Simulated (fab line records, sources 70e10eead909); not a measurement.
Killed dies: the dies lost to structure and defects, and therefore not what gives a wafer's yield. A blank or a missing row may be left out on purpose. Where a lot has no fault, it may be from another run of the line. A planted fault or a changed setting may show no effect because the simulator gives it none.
fab line records	flow nand_harc
record: lots: 12	wafers: 36	last_day: 32
route steps=1302 shown A_STAIRCASE@885 A_SGD_CUT@898
lots with no fault: from the same line, run without faults
start_h: hours from the record's first day to the start of the lot's first wafer shown	wait_h: time in hours since the lot's previous step	" identical to the entry in the row above	L1.1+2: several wafers, shown together as one row	- no value, or no start was given	* or withheld: withheld	< > ~ a bound
route shown NAME@n: names a module that has steps shown in the file, with the first one's number in the route	usual: mean/standard deviation taken from wafers without a fault	same: alike in all rows	chamber/n: place in a boat	sites: per-site readings	_std_site: standard deviation across them	_edge_site: inner sites' mean taken away from outer sites' mean	radius_mm: how far each site lies from the wafer's centre	mask NAME#n: copy n	behind: tool/chamber where the wafer was last shaped	hold: the reason the lot was held/the length of the hold in hours/how it ended	device: the transistor (n, p or np) that didn't switch	end of line: the same wafers' tests at the end of the route	step lacking rows: just its recipe	killed: count of dies lost to structure and defects at first sort (not the wafer's yield)	map: dies across one wafer; x = killed, . = not, _ = none there
set.NAME: the setting that was run; set.NAME@STEP: the one run at that earlier step	model.NAME: the simulator's own value behind a step, which no gauge read
a sample of lots followed through the steps of the route, with each step as a table and each wafer as a row
services: from which hour (start_h, from the record's first day; less than 0 if before it) a tool's chamber was out of use, for how many hours, and why
== steps ==
step: NHARC_A_STAIRCASE_DEP_471
recipe: target_thk_a: 1000	temp_c: 400	pressure_torr: 6.5	rf_w: 900	teos_flow_sccm: 161.4	flow_sccm: 2650	target_thk_nm: 100	gas: O2	material: SiO2
usual: heater_power_w: 557/120	throttle_valve_pct: 15.9/0.59
lot.wafer	tool	chamber	start_h	wait_h	heater_power_w	throttle_valve_pct
L224.3	pecvd-04	1	444.64	-	584	15.8
L224.2	"	2	"	"	468	17.3
L224.4	"	1	"	"	582	16.0
L226.3	pecvd-02	0	456.31	-	481	15.4
L226.2	"	1	"	"	644	15.0
L226.5	"	2	"	"	512	15.8
L227.3	pecvd-02	0	477.75	-	392	15.7
L227.5	"	0	"	"	397	15.6
L227.4	"	2	"	"	495	15.8
L231.1	pecvd-04	2	511.25	-	541	16.9
L231.2	"	0	"	"	622	15.8
L231.5	"	2	"	"	532	16.5
L233.3	pecvd-01	2	521.65	-	539	15.2
L233.2	"	0	"	"	401	15.4
L233.6	"	0	"	"	395	15.5
L235.1	pecvd-04	2	551.43	-	605	17.1
L235.3	"	0	"	"	490	15.9
L235.6	"	1	"	"	573	16.3
L236.5	pecvd-04	2	558.46	-	569	17.0
L236.6	"	0	"	"	549	16.1
L236.4	"	1	"	"	586	16.5
L237.3	pecvd-01	2	559.80	-	567	15.5
L237.2	"	1	"	"	835	15.2
L237.4	"	2	"	"	573	15.4
L241.1	pecvd-04	2	603.60	-	587	16.8
L241.3	"	1	"	"	572	16.4
L241.5	"	0	"	"	624	16.1
L240.1	pecvd-04	2	604.27	-	568	17.1
L240.4	"	0	"	"	516	15.8
L240.5	"	1	"	"	465	16.1
L246.1	pecvd-01	1	639.84	-	835	15.4
L246.3	"	0	"	"	347	15.6
L246.6	"	1	"	"	807	15.4
L244.2	pecvd-01	1	640.67	-	807	15.6
L244.3	"	2	"	"	569	15.7
L244.4	"	2	"	"	552	15.9
step: NHARC_A_SGD_CUT_EXPOSE_06
recipe: na: 1.35	dose_mj: 85.59	mask_id: SGD
usual: exposure_dose_mJ_cm2: 85.55/0.12
lot.wafer	tool	chamber	start_h	wait_h	mask	exposure_dose_mJ_cm2
L224.2	arfi_scanner-01	0	445.89	-	SGD#0	85.49
L224.3	"	0	"	"	SGD#0	85.51
L224.4	"	0	"	"	SGD#0	85.49
L226.2	arfi_scanner-01	0	457.58	-	SGD#0	85.63
L226.3	"	0	"	"	SGD#0	85.65
L226.5	"	0	"	"	SGD#0	85.54
L227.3	arfi_scanner-01	0	478.89	-	SGD#0	85.58
L227.4	"	0	"	"	SGD#0	85.52
L227.5	"	0	"	"	SGD#0	85.67
L231.1	arfi_scanner-01	0	512.39	-	SGD#0	85.71
L231.2	"	0	"	"	SGD#0	85.73
L231.5	"	0	"	"	SGD#0	85.59
L233.2	arfi_scanner-01	0	522.92	-	SGD#0	85.62
L233.3	"	0	"	"	SGD#0	85.64
L233.6	"	0	"	"	SGD#0	85.67
L235.1	arfi_scanner-02	0	552.67	-	SGD#0	85.30
L235.3	"	0	"	"	SGD#0	85.34
L235.6	"	0	"	"	SGD#0	85.28
L236.4	arfi_scanner-01	0	559.65	-	SGD#0	85.68
L236.5	"	0	"	"	SGD#0	85.55
L236.6	"	0	"	"	SGD#0	85.49
L237.2	arfi_scanner-02	0	561.24	-	SGD#0	85.42
L237.3	"	0	"	"	SGD#0	85.34
L237.4	"	0	"	"	SGD#0	85.43
L241.1	arfi_scanner-02	0	604.87	-	SGD#0	45.84
L241.3	"	0	"	"	SGD#0	45.82
L241.5	"	0	"	"	SGD#0	45.92
L240.1	arfi_scanner-01	0	605.48	-	SGD#0	85.70
L240.4	"	0	"	"	SGD#0	85.64
L240.5	"	0	"	"	SGD#0	85.53
L246.1	arfi_scanner-03	0	640.98	-	SGD#0	85.53
L246.3	"	0	"	"	SGD#0	85.68
L246.6	"	0	"	"	SGD#0	85.56
L244.2	arfi_scanner-02	0	641.94	-	SGD#0	53.75
L244.3	"	0	"	"	SGD#0	53.73
L244.4	"	0	"	"	SGD#0	53.90
step: NHARC_A_SGD_CUT_CD_MEAS_09
recipe: target_cd_nm: 100	landing_energy_ev: 500
usual: cd_nm: 100.0/0.58
lot.wafer	tool	chamber	start_h	wait_h	cd_nm
L224.2	cd_sem-03	0	446.02	-	100.7
L224.3	"	0	"	"	100.3
L224.4	"	0	"	"	100.0
L226.2	cd_sem-03	0	457.72	-	100.3
L226.3	"	0	"	"	100.4
L226.5	"	0	"	"	100.4
L227.3	cd_sem-02	0	479.03	-	99.6
L227.4	"	0	"	"	98.6
L227.5	"	0	"	"	98.8
L231.1	cd_sem-01	0	512.53	-	99.3
L231.2	"	0	"	"	99.8
L231.5	"	0	"	"	99.3
L233.2	cd_sem-03	0	523.06	-	100.6
L233.3	"	0	"	"	99.4
L233.6	"	0	"	"	100.4
L235.1	cd_sem-02	0	552.81	-	99.4
L235.3	"	0	"	"	100.0
L235.6	"	0	"	"	100.4
L236.4	cd_sem-03	0	559.79	-	98.9
L236.5	"	0	"	"	99.0
L236.6	"	0	"	"	100.5
L237.2	cd_sem-02	0	561.38	-	100.2
L237.3	"	0	"	"	100.3
L237.4	"	0	"	"	100.4
L241.1	cd_sem-03	0	605.01	-	69.1
L241.3	"	0	"	"	69.6
L241.5	"	0	"	"	69.4
L240.1	cd_sem-02	0	605.62	-	100.0
L240.4	"	0	"	"	100.2
L240.5	"	0	"	"	99.9
L246.1	cd_sem-01	0	641.12	-	100.4
L246.3	"	0	"	"	99.8
L246.6	"	0	"	"	100.9
L244.2	cd_sem-03	0	642.08	-	75.4
L244.3	"	0	"	"	75.1
L244.4	"	0	"	"	75.1
step: NHARC_A_SGD_CUT_OVL_MEAS_10
usual: overlay_x_nm: 0.0/0.71	overlay_y_nm: -0.3/0.73
lot.wafer	tool	chamber	start_h	wait_h	overlay_x_nm	overlay_y_nm
L224.2	overlay-02	-	446.11	-	-0.4	0.5
L224.3	"	-	"	"	-0.6	-0.2
L224.4	"	-	"	"	0.2	0.1
L226.2	overlay-02	-	457.80	-	-0.2	-0.7
L226.3	"	-	"	"	0.0	-0.2
L226.5	"	-	"	"	-0.5	-0.7
L227.3	overlay-02	-	479.11	-	-0.3	1.0
L227.4	"	-	"	"	-0.3	0.6
L227.5	"	-	"	"	0.2	1.0
L231.1	overlay-02	-	512.62	-	0.6	-0.2
L231.2	"	-	"	"	0.4	-0.3
L231.5	"	-	"	"	-0.1	-0.2
L233.2	overlay-02	-	523.14	-	0.8	-0.3
L233.3	"	-	"	"	1.4	-0.2
L233.6	"	-	"	"	0.9	-0.2
L235.1	overlay-02	-	552.90	-	0.5	0.2
L235.3	"	-	"	"	0.8	0.1
L235.6	"	-	"	"	0.4	0.6
L236.4	overlay-01	-	559.87	-	0.1	-0.6
L236.5	"	-	"	"	0.2	-0.8
L236.6	"	-	"	"	0.3	-1.0
L237.2	overlay-01	-	561.47	-	0.0	-0.1
L237.3	"	-	"	"	-0.4	0.0
L237.4	"	-	"	"	0.1	0.3
L241.1	overlay-01	-	605.10	-	0.8	0.4
L241.3	"	-	"	"	0.3	0.1
L241.5	"	-	"	"	0.0	0.8
L240.1	overlay-01	-	605.71	-	-0.3	-1.3
L240.4	"	-	"	"	-0.8	-1.5
L240.5	"	-	"	"	-0.4	-0.9
L246.1	overlay-02	-	641.21	-	0.7	-0.4
L246.3	"	-	"	"	0.9	-0.3
L246.6	"	-	"	"	1.0	-0.2
L244.2	overlay-02	-	642.17	-	0.0	-1.0
L244.3	"	-	"	"	0.1	-1.9
L244.4	"	-	"	"	-0.9	-1.5
step: NHARC_A_SGD_CUT_ETCH_59
recipe: target_depth_a: 2600	over_etch_frac: 0.25	time_s: 406.25	ion_energy_ev: 200	n2_flow_sccm: 150	h2_flow_sccm: 150	ar_flow_sccm: 0	rf_w: 400	bias_w: 150	chemistry: N2/H2
usual: drypump_motor_current_A: 5.8/0.45	oes_product_au: 1.000/0.011	rf_vpp_V: 430.2/2.6	showerhead_plenum_p_Torr: 2.03/0.084	throttle_valve_pct: 14.172/0.0098
lot.wafer	tool	chamber	start_h	wait_h	drypump_motor_current_A	oes_product_au	rf_hours_counter_h	rf_vpp_V	showerhead_plenum_p_Torr	throttle_valve_pct
L224.2	rie_diel-06	0	-	-	6.1	1.004	7.2	433.3	2.12	14.167
L224.4	"	2	"	"	6.1	1.001	6.1	427.4	1.91	14.185
L224.3	"	3	"	"	5.3	1.000	6.3	431.3	2.02	14.171
L226.3	rie_diel-04	3	-	-	6.5	0.977	4.7	427.3	1.95	14.178
L226.2	"	0	"	"	4.9	1.004	4.4	432.7	2.11	14.167
L226.5	"	3	"	"	6.5	0.981	-	427.8	1.95	14.186
L227.3	rie_diel-06	2	-	-	6.1	0.991	8.6	427.3	1.91	14.176
L227.4	"	3	"	"	5.3	1.003	-	431.7	2.02	14.156
L227.5	"	2	"	"	6.1	0.998	-	428.0	1.91	14.171
L231.2	rie_diel-06	0	-	-	6.1	1.000	1.5	433.0	2.12	14.169
L231.1	"	2	"	"	6.2	0.986	1.4	425.8	1.91	14.158
L231.5	"	0	"	"	6.2	0.995	-	433.0	2.12	14.167
L233.2	rie_diel-07	0	-	-	6.0	1.002	3.5	426.5	1.95	14.187
L233.3	"	1	"	"	5.3	0.988	3.3	426.3	1.95	14.186
L233.6	"	0	"	"	5.9	1.000	-	429.6	1.95	14.172
L235.3	rie_diel-07	1	-	-	5.3	1.009	6.8	428.3	1.95	14.152
L235.1	"	0	"	"	6.0	1.005	6.5	427.7	1.95	14.156
L235.6	"	1	"	"	5.3	1.005	-	428.5	1.95	14.174
L236.4	rie_diel-06	0	-	-	6.1	1.014	-	433.8	2.12	14.170
L236.5	"	1	"	"	5.9	0.989	-	430.9	2.12	14.190
L236.6	"	3	"	"	5.3	1.025	-	429.8	2.02	14.178
L237.2	rie_diel-07	2	-	-	5.6	0.987	7.9	430.3	1.96	14.159
L237.3	"	3	"	"	6.5	0.985	5.9	434.5	2.18	14.189
L237.4	"	0	"	"	6.0	1.007	7.3	427.1	1.95	14.165
L241.3	rie_diel-06	0	-	-	6.1	0.987	6.3	431.8	2.11	14.175
L241.1	"	1	"	"	5.9	0.979	5.7	433.0	2.12	14.162
L241.5	"	2	"	"	6.1	0.992	-	424.6	1.91	14.178
L240.1	rie_diel-07	2	-	-	5.6	0.989	10.7	427.3	1.96	14.155
L240.4	"	0	"	"	5.9	1.007	-	427.0	1.95	14.180
L240.5	"	2	"	"	5.6	0.989	-	427.3	1.96	14.166
L246.1	rie_diel-06	2	-	-	6.2	0.985	6.4	426.3	1.91	14.175
L246.3	"	3	"	"	5.3	1.011	8.0	429.6	2.02	14.167
L246.6	"	1	"	"	5.9	0.980	-	433.2	2.12	14.190
L244.2	rie_diel-07	1	-	-	5.3	0.997	13.9	427.1	1.95	14.171
L244.4	"	2	"	"	5.6	0.989	13.9	429.9	1.96	14.177
L244.3	"	3	"	"	6.5	0.993	12.8	434.6	2.18	14.173
== services ==
tool	chamber	start_h	hours	kind
arfi_scanner-01	-	424.00	4.0	pm
rie_diel-07	1	426.85	8.7	repair
pecvd-01	-	429.33	1.6	repair
arfi_scanner-01	-	444.76	0.5	repair
pecvd-04	-	450.00	13.0	pm
rie_diel-07	-	471.33	9.0	pm
rie_diel-06	0	477.52	9.9	repair
arfi_scanner-02	-	484.00	4.0	pm
rie_diel-06	-	484.30	9.0	pm
pecvd-04	2	488.03	5.4	repair
pecvd-01	-	492.00	13.0	pm
arfi_scanner-02	-	504.10	41.1	repair
pecvd-02	-	505.33	0.4	repair
rie_diel-07	3	505.70	5.4	repair
rie_diel-06	1	508.21	3.5	repair
rie_diel-06	2	546.35	15.5	repair
rie_diel-07	2	581.58	6.3	repair
pecvd-02	-	589.50	13.0	pm
arfi_scanner-02	-	589.51	1.2	repair
pecvd-04	0	592.27	8.6	repair
arfi_scanner-01	-	596.00	4.0	pm
pecvd-02	2	609.37	2.5	repair
pecvd-04	-	631.00	13.0	pm
pecvd-01	2	640.94	8.0	repair
== key ==
first_sign: step: NHARC_A_SGD_CUT_EXPOSE_06	reading: exposure_dose_mJ_cm2	direction: down	sigmas: 99+	usual: 85.55	struck: 49.83
effect: step: NHARC_A_SGD_CUT_CD_MEAS_09	reading: cd_nm	direction: down	sigmas: 48	usual: 100.0	struck: 72.3	through: control_loop
met_at NHARC_A_SGD_CUT_EXPOSE_06
struck_lots L241,L244
tester_left_out L241,L244
loop_trim: step: NHARC_A_SGD_CUT_EXPOSE_06	setting: dose	lots: L244
not_acting_at NHARC_A_STAIRCASE_DEP_471,NHARC_A_SGD_CUT_OVL_MEAS_10,NHARC_A_SGD_CUT_ETCH_59
onset_between 561.24 604.87
fault: kind: process_parameter_drift	tool: arfi_scanner-02	chamber: -	onset_h: 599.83	steps: NHARC_A_SGD_CUT_EXPOSE_06	channel: dose_mj	offset: -39.553	shape: step	acts_in: these_recipes_only	stated: 85.59
tester_left_out: of these lots the tester's yield and bins aren't shown, on N5 and GAA mostly nor the transistor test; their killed dies are dies lost to structure and defects alone, not to doping, threshold or leakage, so they don't give the yield
loop_trim: a control loop set the setting to another value than it would have without faults
